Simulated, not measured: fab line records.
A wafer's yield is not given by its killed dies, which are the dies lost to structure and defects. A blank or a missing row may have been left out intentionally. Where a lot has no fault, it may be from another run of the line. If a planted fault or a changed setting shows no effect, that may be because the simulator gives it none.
Matching of chambers / flow nand-harc / NHARC_A_CONTACT_DESCUM_13 on rie-diel-07: 4 sister chambers
The step chemistry O2, time 3 s. 16 wafers are shown with their chamber, then 8 later ones without.

EACH WAFER AND ITS CHAMBER
wafer=L074.2; chamber=2; showerhead-plenum-p-Torr (Torr)=1.90; drypump-motor-current-A (A)=4.9; rf-vpp-V (V)=58.6
wafer=L074.3; chamber=0; showerhead-plenum-p-Torr (Torr)=1.87; drypump-motor-current-A (A)=5.3; rf-vpp-V (V)=57.1
wafer=L074.5; chamber=0; showerhead-plenum-p-Torr (Torr)=1.87; drypump-motor-current-A (A)=5.3; rf-vpp-V (V)=56.2
wafer=L083.2; chamber=1; showerhead-plenum-p-Torr (Torr)=1.78; drypump-motor-current-A (A)=6.1; rf-vpp-V (V)=56.9
wafer=L083.3; chamber=3; showerhead-plenum-p-Torr (Torr)=2.05; drypump-motor-current-A (A)=5.6; rf-vpp-V (V)=57.8
wafer=L083.4; chamber=0; showerhead-plenum-p-Torr (Torr)=1.86; drypump-motor-current-A (A)=5.3; rf-vpp-V (V)=58.5
wafer=L083.1; chamber=2; showerhead-plenum-p-Torr (Torr)=1.89; drypump-motor-current-A (A)=4.9; rf-vpp-V (V)=58.4
wafer=L083.5; chamber=2; showerhead-plenum-p-Torr (Torr)=1.89; drypump-motor-current-A (A)=4.9; rf-vpp-V (V)=59.7
wafer=L083.6; chamber=1; showerhead-plenum-p-Torr (Torr)=1.78; drypump-motor-current-A (A)=6.0; rf-vpp-V (V)=58.0
wafer=L084.4; chamber=1; showerhead-plenum-p-Torr (Torr)=1.78; drypump-motor-current-A (A)=6.1; rf-vpp-V (V)=56.0
wafer=L084.5; chamber=2; showerhead-plenum-p-Torr (Torr)=1.89; drypump-motor-current-A (A)=4.9; rf-vpp-V (V)=57.8
wafer=L084.6; chamber=1; showerhead-plenum-p-Torr (Torr)=1.78; drypump-motor-current-A (A)=6.1; rf-vpp-V (V)=56.2
wafer=L089.3; chamber=1; showerhead-plenum-p-Torr (Torr)=1.78; drypump-motor-current-A (A)=6.1; rf-vpp-V (V)=57.5
wafer=L089.4; chamber=0; showerhead-plenum-p-Torr (Torr)=1.86; drypump-motor-current-A (A)=5.3; rf-vpp-V (V)=56.5
wafer=L089.5; chamber=3; showerhead-plenum-p-Torr (Torr)=2.05; drypump-motor-current-A (A)=5.7; rf-vpp-V (V)=59.9
wafer=L091.1; chamber=1; showerhead-plenum-p-Torr (Torr)=1.77; drypump-motor-current-A (A)=6.1; rf-vpp-V (V)=58.9

SIGNATURES, as means of the wafers listed above
reading=showerhead-plenum-p-Torr; chamber 0=1.8650; chamber 1=1.7783; chamber 2=1.8925; chamber 3=2.0500; scatter within a chamber=0.00464
reading=drypump-motor-current-A; chamber 0=5.300; chamber 1=6.083; chamber 2=4.900; chamber 3=5.650; scatter within a chamber=0.0333
reading=rf-vpp-V; chamber 0=57.075; chamber 1=57.250; chamber 2=58.625; chamber 3=58.850; scatter within a chamber=1.05
Rule: for a wafer and a chamber, the distance is found by dividing, reading by reading, the gap between the wafer's reading and the chamber's mean by the reading's scatter, squaring, summing and taking the root. If the next closest chamber is less than 2 further off than the closest, the wafer can't be placed; otherwise it belongs to the closest. The scatter is the square root of a quotient: the sum, over the shown wafers, of each reading's squared deviation from its chamber's mean, divided by wafers minus chambers.

WAFERS WHOSE CHAMBER IS MISSING
wafer=L091.3; showerhead-plenum-p-Torr (Torr)=1.85; drypump-motor-current-A (A)=5.3; rf-vpp-V (V)=58.0
wafer=L091.4; showerhead-plenum-p-Torr (Torr)=1.89; drypump-motor-current-A (A)=4.8; rf-vpp-V (V)=57.5
wafer=L095.1; showerhead-plenum-p-Torr (Torr)=1.85; drypump-motor-current-A (A)=5.4; rf-vpp-V (V)=57.0
wafer=L095.2; showerhead-plenum-p-Torr (Torr)=1.89; drypump-motor-current-A (A)=4.9; rf-vpp-V (V)=56.7
wafer=L095.4; showerhead-plenum-p-Torr (Torr)=1.77; drypump-motor-current-A (A)=6.0; rf-vpp-V (V)=56.0
wafer=L097.3; showerhead-plenum-p-Torr (Torr)=1.85; drypump-motor-current-A (A)=5.3; rf-vpp-V (V)=56.5
wafer=L097.5; showerhead-plenum-p-Torr (Torr)=2.04; drypump-motor-current-A (A)=5.7; rf-vpp-V (V)=59.4
wafer=L097.6; showerhead-plenum-p-Torr (Torr)=1.88; drypump-motor-current-A (A)=4.9; rf-vpp-V (V)=56.4

WHICH CHAMBER EACH WENT THROUGH
wafer=L091.3; from the rows above=0; in truth=0
wafer=L091.4; from the rows above=2; in truth=2
wafer=L095.1; from the rows above=0; in truth=0
wafer=L095.2; from the rows above=2; in truth=2
wafer=L095.4; from the rows above=1; in truth=1
wafer=L097.3; from the rows above=0; in truth=0
wafer=L097.5; from the rows above=3; in truth=3
wafer=L097.6; from the rows above=2; in truth=2
Correct placement for 8 of the 8. From these rows, 0 cannot be placed. Placed wrongly: 0.
